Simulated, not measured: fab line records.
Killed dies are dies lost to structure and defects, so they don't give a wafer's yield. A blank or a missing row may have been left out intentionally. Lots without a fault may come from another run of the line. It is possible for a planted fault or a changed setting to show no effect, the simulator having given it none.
fab line records	flow nandHarc
record lots=12	wafers=36	lastDay=33
route steps=1302 shown A_CHANNEL_HOLE_D1@459
lots with no fault: from the same line, run without faults
startH: the number of hours between the record's first day and the start of the first shown wafer of the lot	waitH: how many hours have passed since the lot's step before this one	" identical to the entry in the row above	L1.1+2: a single row standing in for several wafers	- value missing, or start not given	* or withheld: withheld	< > ~ a bound
route shown NAME@n: a module of which the file shows steps, and the number in the route of the first	usual: mean/standard deviation taken from wafers without a fault	same: alike in all rows	chamber/n: place in a boat	sites: per-site readings	_std_site: the standard deviation of these	_edge_site: outer sites' mean less inner sites'	radiusMm: how far each site lies from the wafer's centre	mask NAME#n: copy n	behind: the tool/chamber that last shaped the wafer	hold: cause of the lot's hold/its duration in hours/its outcome	device: which transistor (n, p or np) failed to switch	end of line: the tests these same wafers got at the end of their route	a step with no rows: only its recipe	killed: at the first sort, the dies lost to defects and structure; wafer yield is something else	map: per-die view of a wafer (x killed, . not killed, _ where there is no die)
set.NAME: setting as actually run; set.NAME@STEP: the setting as run at that earlier step	model.NAME: the simulator's own value behind a step, which no gauge read
the route's steps for a sample of lots (tables are steps, rows are wafers)
services: from which hour (startH, from the record's first day; less than 0 if before it) a tool's chamber was out of use, for how many hours, and why
## steps
# step NHARC_A_CHANNEL_HOLE_D1_EXPOSE_07
# recipe na=1.35	targetCdNm=100	sigmaOuter=0.3	doseMj=59.65	maskId=HOLE_D1
lot.wafer	tool	chamber	startH	waitH	mask
L294.1+3+6	arfiScanner-03	0	181.63	-	HOLE_D1#0
L296.1+4+5	arfiScanner-01	0	200.57	-	HOLE_D1#0
L297.3+4+6	arfiScanner-02	0	205.70	-	HOLE_D1#0
L298.2+3+5	arfiScanner-02	0	212.58	-	HOLE_D1#0
L299.1+3+6	arfiScanner-03	0	227.30	-	HOLE_D1#0
L307.3+4+6	arfiScanner-03	0	325.66	-	HOLE_D1#0
L308.1+4+5	arfiScanner-02	0	325.80	-	HOLE_D1#0
L311.2+3+6	arfiScanner-02	0	345.39	-	HOLE_D1#0
L312.4+5+6	arfiScanner-01	0	360.02	-	HOLE_D1#0
L313.3+4+6	arfiScanner-01	0	363.68	-	HOLE_D1#0
L314.1+2+4	arfiScanner-02	0	381.37	-	HOLE_D1#0
L317.2+4+5	arfiScanner-02	0	401.44	-	HOLE_D1#0
# step NHARC_A_CHANNEL_HOLE_D1_OVL_MEAS_11
# usual overlayXNm=0.0/0.68	overlayYNm=0.2/0.85
lot.wafer	tool	chamber	startH	waitH	overlayXNm	overlayYNm
L294.1	overlay-01	-	181.86	-	-0.3	-0.8
L294.3	"	-	"	"	-0.6	-0.8
L294.6	"	-	"	"	0.0	-1.1
L296.1	overlay-02	-	200.79	-	-0.8	0.4
L296.4	"	-	"	"	-0.6	-0.1
L296.5	"	-	"	"	-0.8	0.0
L297.3	overlay-01	-	205.92	-	-0.8	0.4
L297.4	"	-	"	"	-0.9	0.3
L297.6	"	-	"	"	-0.5	0.4
L298.2	overlay-02	-	212.81	-	0.5	0.6
L298.3	"	-	"	"	0.5	0.4
L298.5	"	-	"	"	0.4	1.2
L299.1	overlay-01	-	227.52	-	0.4	-0.5
L299.3	"	-	"	"	0.5	-0.4
L299.6	"	-	"	"	0.6	-0.7
L307.3	overlay-01	-	325.88	-	3.8	-0.8
L307.4	"	-	"	"	3.6	-1.1
L307.6	"	-	"	"	4.1	-0.6
L308.1	overlay-02	-	326.03	-	-0.7	-1.2
L308.4	"	-	"	"	0.5	-0.3
L308.5	"	-	"	"	0.1	-0.6
L311.2	overlay-02	-	345.61	-	0.1	0.5
L311.3	"	-	"	"	0.1	0.6
L311.6	"	-	"	"	-0.3	0.7
L312.4	overlay-02	-	360.24	-	-0.6	0.9
L312.5	"	-	"	"	-0.6	0.8
L312.6	"	-	"	"	-0.6	0.3
L313.3	overlay-02	-	363.90	-	0.9	0.5
L313.4	"	-	"	"	0.2	1.2
L313.6	"	-	"	"	1.1	1.0
L314.1	overlay-01	-	381.60	-	0.8	0.7
L314.2	"	-	"	"	0.8	0.6
L314.4	"	-	"	"	0.7	1.0
L317.2	overlay-02	-	401.67	-	-0.9	0.3
L317.4	"	-	"	"	-1.2	0.1
L317.5	"	-	"	"	-0.7	0.1
# step NHARC_A_CHANNEL_HOLE_D1_INSPECT_12
# usual rawDefectCount=5.7/2.8
lot.wafer	tool	chamber	startH	waitH	rawDefectCount
L294.1	defectInspect-02	-	181.90	0.0	1
L294.3	"	-	"	"	6
L294.6	"	-	"	"	7
L296.1	defectInspect-01	-	200.83	0.0	3
L296.4	"	-	"	"	4
L296.5	"	-	"	"	2
L297.3	defectInspect-02	-	205.96	0.0	5
L297.4	"	-	"	"	6
L297.6	"	-	"	"	4
L298.2	defectInspect-02	-	212.85	0.0	4
L298.3	"	-	"	"	8
L298.5	"	-	"	"	5
L299.1	defectInspect-02	-	227.56	0.0	8
L299.3	"	-	"	"	8
L299.6	"	-	"	"	0
L307.3	defectInspect-01	-	325.91	0.0	5
L307.4	"	-	"	"	7
L307.6	"	-	"	"	12
L308.1	defectInspect-02	-	326.07	0.0	1
L308.4	"	-	"	"	3
L308.5	"	-	"	"	2
L311.2	defectInspect-02	-	345.65	0.0	8
L311.3	"	-	"	"	3
L311.6	"	-	"	"	2
L312.4	defectInspect-01	-	360.28	0.0	2
L312.5	"	-	"	"	4
L312.6	"	-	"	"	4
L313.3	defectInspect-02	-	363.93	0.0	11
L313.4	"	-	"	"	1
L313.6	"	-	"	"	8
L314.1	defectInspect-02	-	381.63	0.0	3
L314.2	"	-	"	"	0
L314.4	"	-	"	"	5
L317.2	defectInspect-01	-	401.71	0.0	13
L317.4	"	-	"	"	14
L317.5	"	-	"	"	8
# step NHARC_A_CHANNEL_HOLE_D1_ETCH_20
# recipe biasV=3000	sourceW=withheld	pressureMtorr=20	timeS=361.9	arFlowSccm=375	c4f8FlowSccm=89.3	o2FlowSccm=35.7	tempC=-20	targetDepthA=16000	chemistry=C4F8/O2/Ar
# usual drypumpMotorCurrentA=5.6/0.55	showerheadPlenumPTorr=3.62/0.12	throttleValvePct=32.153/0.0078
lot.wafer	tool	chamber	startH	waitH	drypumpMotorCurrentA	rfHoursCounterH	showerheadPlenumPTorr	throttleValvePct
L294.1	harEtch-02	0	186.13	0.1	6.1	302	3.44	32.143
L294.3	"	1	"	"	6.0	-	3.70	32.157
L294.6	"	0	"	"	6.1	-	3.44	32.148
L296.1	harEtch-01	0	202.24	0.1	4.7	96	3.73	32.160
L296.4	"	0	"	"	4.7	-	3.73	32.155
L296.5	"	1	"	"	5.7	-	3.59	32.157
L297.3	harEtch-01	0	207.41	0.2	4.7	-	3.73	32.144
L297.4	"	1	"	"	5.7	-	3.59	32.153
L297.6	"	0	"	"	4.7	-	3.73	32.144
L298.2	harEtch-01	1	214.40	0.1	5.7	103	3.58	32.142
L298.3	"	1	"	"	5.7	-	3.58	32.154
L298.5	"	0	"	"	4.7	-	3.73	32.161
L299.1	harEtch-02	1	229.17	0.1	6.0	325	3.69	32.158
L299.3	"	0	"	"	6.1	-	3.43	32.144
L299.6	"	0	"	"	6.1	-	3.43	32.161
L307.3	harEtch-02	0	327.68	0.2	6.1	-	3.40	32.152
L307.4	"	1	"	"	6.0	-	3.65	32.158
L307.6	"	1	"	"	6.0	-	3.65	32.143
L308.1	harEtch-01	1	331.02	0.1	5.7	157	3.55	32.137
L308.4	"	0	"	"	4.7	-	3.70	32.155
L308.5	"	0	"	"	4.7	-	3.70	32.157
L311.2	harEtch-01	1	347.45	0.1	5.7	169	3.55	32.153
L311.3	"	0	"	"	4.7	-	3.69	32.151
L311.6	"	1	"	"	5.7	-	3.55	32.146
L312.4	harEtch-01	1	361.79	0.2	5.7	-	3.54	32.150
L312.6	"	0	"	"	4.7	-	3.69	32.154
L312.5	"	1	"	"	5.7	-	3.54	32.152
L313.3	harEtch-02	1	365.39	0.2	6.0	-	3.64	32.147
L313.4	"	0	"	"	6.1	-	3.93	32.160
L313.6	"	1	"	"	6.0	-	3.64	32.147
L314.2	harEtch-01	1	383.11	0.1	5.7	188	3.54	32.149
L314.1	"	0	"	"	4.7	188	3.68	32.152
L314.4	"	0	"	"	4.7	-	3.68	32.159
L317.2	harEtch-01	0	403.79	0.1	4.7	207	3.67	32.151
L317.4	"	0	"	"	4.7	-	3.67	32.154
L317.5	"	0	"	"	4.7	-	3.67	32.152
# step NHARC_A_CHANNEL_HOLE_D1_ETCH_23
# recipe biasV=5000	sourceW=withheld	pressureMtorr=20	timeS=819	arFlowSccm=375	c4f8FlowSccm=89.3	o2FlowSccm=35.7	tempC=-20	targetDepthA=16000	chemistry=C4F8/O2/Ar
# usual drypumpMotorCurrentA=5.6/0.56	showerheadPlenumPTorr=3.62/0.12	throttleValvePct=32.154/0.0092
lot.wafer	tool	chamber	startH	waitH	drypumpMotorCurrentA	rfHoursCounterH	showerheadPlenumPTorr	throttleValvePct
L294.1	harEtch-02	0	187.46	0.5	6.1	303	3.44	32.163
L294.3	"	1	"	"	6.1	-	3.70	32.161
L294.6	"	0	"	"	6.1	-	3.44	32.159
L296.1	harEtch-01	0	203.62	0.5	4.7	97	3.73	32.148
L296.4	"	0	"	"	4.7	-	3.73	32.152
L296.5	"	1	"	"	5.7	-	3.59	32.144
L297.3	harEtch-01	0	208.85	0.5	4.7	-	3.73	32.157
L297.4	"	1	"	"	5.7	-	3.58	32.152
L297.6	"	0	"	"	4.7	-	3.73	32.158
L298.2	harEtch-01	1	215.72	0.5	5.7	105	3.58	32.178
L298.3	"	1	"	"	5.7	-	3.58	32.140
L298.5	"	0	"	"	4.7	-	3.73	32.144
L299.1	harEtch-02	1	230.55	0.5	6.0	326	3.68	32.147
L299.3	"	0	"	"	6.1	-	3.43	32.161
L299.6	"	0	"	"	6.1	-	3.43	32.170
L307.3	harEtch-02	0	329.13	0.5	6.1	-	3.40	32.146
L307.4	"	1	"	"	6.0	-	3.65	32.148
L307.6	"	1	"	"	6.0	-	3.65	32.156
L308.1	harEtch-01	1	332.35	0.5	5.7	159	3.55	32.153
L308.4	"	0	"	"	4.7	-	3.70	32.152
L308.5	"	0	"	"	4.7	-	3.70	32.147
L311.2	harEtch-01	1	348.84	0.5	5.7	170	3.55	32.149
L311.3	"	0	"	"	4.7	-	3.69	32.160
L311.6	"	1	"	"	5.7	-	3.55	32.175
L312.4	harEtch-01	1	363.30	0.5	5.7	-	3.54	32.171
L312.6	"	0	"	"	4.7	-	3.69	32.167
L312.5	"	1	"	"	5.7	-	3.54	32.151
L313.3	harEtch-02	1	366.86	0.5	6.0	-	3.63	32.159
L313.4	"	0	"	"	6.1	-	3.93	32.156
L313.6	"	1	"	"	6.0	-	3.64	32.162
L314.2	harEtch-01	1	384.44	0.5	5.7	189	3.54	32.141
L314.1	"	0	"	"	4.7	189	3.68	32.153
L314.4	"	0	"	"	4.7	-	3.68	32.152
L317.2	harEtch-01	0	405.17	0.5	4.7	208	3.67	32.166
L317.4	"	0	"	"	4.7	-	3.67	32.157
L317.5	"	0	"	"	4.7	-	3.67	32.157
## services
tool	chamber	startH	hours	kind
arfiScanner-02	0	195.85	-	calibration
harEtch-02	-	196.15	4.4	repair
arfiScanner-03	-	204.21	4.0	pm
arfiScanner-01	-	205.07	1.5	repair
harEtch-01	-	237.77	15.6	repair
arfiScanner-01	0	244.67	-	calibration
arfiScanner-01	-	252.00	4.0	pm
arfiScanner-03	-	260.81	2.0	repair
arfiScanner-03	0	271.23	-	calibration
arfiScanner-02	-	312.00	4.0	pm
arfiScanner-02	-	317.29	0.8	repair
harEtch-02	0	340.66	-	consumableReplace:showerhead
harEtch-02	0	340.66	17.0	scheduledDown
harEtch-02	0	340.66	17.0	ventCycle
arfiScanner-02	0	369.42	-	calibration
arfiScanner-01	-	371.21	0.6	repair
arfiScanner-03	-	376.21	4.0	pm
harEtch-02	-	378.55	17.0	pm
harEtch-02	0	378.55	17.0	ventCycle
harEtch-02	1	378.55	17.0	ventCycle
harEtch-02	0	395.55	-	clean
harEtch-02	0	395.55	-	consumableReplace:focusRing
harEtch-02	1	395.55	-	clean
harEtch-02	1	395.55	-	consumableReplace:focusRing
## key
firstSign step=NHARC_A_CHANNEL_HOLE_D1_OVL_MEAS_11	reading=overlayXNm	direction=up	sigmas=5.7	usual=0.0	struck=3.8
effect none on later readings
metAt NHARC_A_CHANNEL_HOLE_D1_EXPOSE_07
struckLots L307
testerLeftOut L307
notActingAt NHARC_A_CHANNEL_HOLE_D1_INSPECT_12,NHARC_A_CHANNEL_HOLE_D1_ETCH_20,NHARC_A_CHANNEL_HOLE_D1_ETCH_23
onsetBetween 227.30 325.66
fault kind=scannerMatchingOverlay	tool=arfiScanner-03	chamber=-	onsetH=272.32	steps=NHARC_A_CHANNEL_HOLE_D1_EXPOSE_07	offset=2.2019
# testerLeftOut: of these lots the tester's yield and bins aren't shown, on N5 and GAA mostly nor the transistor test; their killed dies are dies lost to structure and defects alone, not to doping, threshold or leakage, so they don't give the yield
